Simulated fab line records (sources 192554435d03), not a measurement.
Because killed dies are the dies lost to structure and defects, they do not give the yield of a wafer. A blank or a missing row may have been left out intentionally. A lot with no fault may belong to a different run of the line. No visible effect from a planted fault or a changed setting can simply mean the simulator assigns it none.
A single fault, viewed from 3 desks || flow n5Finfet || each desk holds nothing but its own numbers, with what lay behind them at the end

FROM THE METROLOGY DESK
What the gauges read for every lot (on any tool): the sampled wafers with a number, averaged. Marked OUT: a lot whose mean sits more than 4 standard deviations from the usual mean, which makes it out of limits; the brackets give that distance. Only the readings that lie furthest out on some lot appear, 7 of the 11 it has.
Columns: A = cdNm at N5_ZERO_LAYER_CD_MEAS_11, usual 1999.7 nm; B = DIBL_N at N5_BEOL_M4_RC_MEAS_101, usual 36.3 mV/V; C = DIBL_P at N5_BEOL_M4_RC_MEAS_101, usual 36.5 mV/V; D = IOFF_N at N5_BEOL_M4_RC_MEAS_101, usual 0.16 nA/um; E = ION_N at N5_BEOL_M4_RC_MEAS_101, usual 675 uA/um; F = SS_N at N5_BEOL_M4_RC_MEAS_101, usual 71.6 mV/dec; G = VT_N at N5_BEOL_M4_RC_MEAS_101, usual 249 mV
{"lot": "L826", "first seen here": "day 2 12:38", "A": 1997.2, "B": 37.4, "C": 37.2, "D": 0.17, "E": 675, "F": 72.1, "G": 248}
{"lot": "L831", "first seen here": "day 3 18:40", "A": 1992.4, "B": 36.5, "C": 38.0, "D": 0.15, "E": 658, "F": 70.8, "G": 252}
{"lot": "L837", "first seen here": "day 5 06:40", "A": 1997.3, "B": 38.1, "C": 37.4, "D": 0.19, "E": 679, "F": 72.2, "G": 248}
{"lot": "L840", "first seen here": "day 6 00:46", "A": 2002.6, "B": 37.7, "C": 38.8, "D": 0.23, "E": 691, "F": 72.2, "G": 242}
{"lot": "L841", "first seen here": "day 6 06:50", "A": 1999.5, "B": 37.0, "C": 36.3, "D": 0.16, "E": 669, "F": 71.6, "G": 252}
{"lot": "L842", "first seen here": "day 6 12:50", "A": 2002.3, "B": 34.3, "C": 33.9, "D": 0.14, "E": 677, "F": 71.5, "G": 249}
{"lot": "L843", "first seen here": "day 6 18:38", "A": 2000.0, "B": 38.6, "C": 39.2, "D": 0.24, "E": 700, "F": 72.6, "G": 243}
{"lot": "L844", "first seen here": "day 7 00:39", "A": 1999.5, "B": 37.0, "C": 36.1, "D": 0.15, "E": 671, "F": 71.6, "G": 250}
{"lot": "L845", "first seen here": "day 7 06:50", "A": 1997.0, "B": 35.4, "C": 36.6, "D": 0.16, "E": 675, "F": 71.7, "G": 249}
This desk's finding: nothing out of limits on any of the 9 lots.

THE TOOL OWNER'S DESK: lithoTrack-02
For each lot that ran on this tool, the mean over its sampled wafers that have a number, from the tool's own readings at N5_ZERO_LAYER_PEB_09. Marked OUT: a lot whose mean sits more than 4 standard deviations from the usual mean, which makes it out of limits; the brackets give that distance.
Columns: A = exhaustPa at N5_ZERO_LAYER_PEB_09, usual 45.1 Pa
{"lot": "L826", "first seen here": "day 2 12:31", "A": 45.0}
{"lot": "L831", "first seen here": "day 3 18:32", "A": 44.4}
{"lot": "L841", "first seen here": "day 6 06:43", "A": 45.7}
{"lot": "L842", "first seen here": "day 6 12:43", "A": 46.7}
{"lot": "L843", "first seen here": "day 6 18:31", "A": 45.0}
{"lot": "L844", "first seen here": "day 7 00:32", "A": 44.9}
This desk's finding: nothing out of limits on any of the 6 lots.

THE DEFECT DESK
For each lot, the counts of the inspections along the route, averaged over the sampled wafers that have a number. Marked OUT: a lot whose mean sits more than 4 standard deviations from the usual mean, which makes it out of limits; the brackets give that distance.
Columns: A = rawDefectCount at N5_PMOS_HMC_CHANNEL_EPI_INSPECT_30, usual 19
{"lot": "L826", "first seen here": "day 2 19:46", "A": 21}
{"lot": "L831", "first seen here": "day 4 02:58", "A": 14}
{"lot": "L837", "first seen here": "day 5 14:13", "A": 21}
{"lot": "L840", "first seen here": "day 6 08:35", "A": 26}
{"lot": "L841", "first seen here": "day 6 14:52", "A": 20}
{"lot": "L842", "first seen here": "day 6 20:50", "A": 18}
{"lot": "L843", "first seen here": "day 7 03:04", "A": 15}
{"lot": "L844", "first seen here": "day 7 08:58", "A": 20}
{"lot": "L845", "first seen here": "day 7 14:13", "A": 24}
This desk's finding: nothing out of limits on any of the 9 lots.

PUT TOGETHER
Nothing out of limits was seen by the metrology desk.
The tool owner's desk saw nothing out of limits.
The defect desk saw nothing out of limits.

WHAT THE SIMULATOR PUT IN
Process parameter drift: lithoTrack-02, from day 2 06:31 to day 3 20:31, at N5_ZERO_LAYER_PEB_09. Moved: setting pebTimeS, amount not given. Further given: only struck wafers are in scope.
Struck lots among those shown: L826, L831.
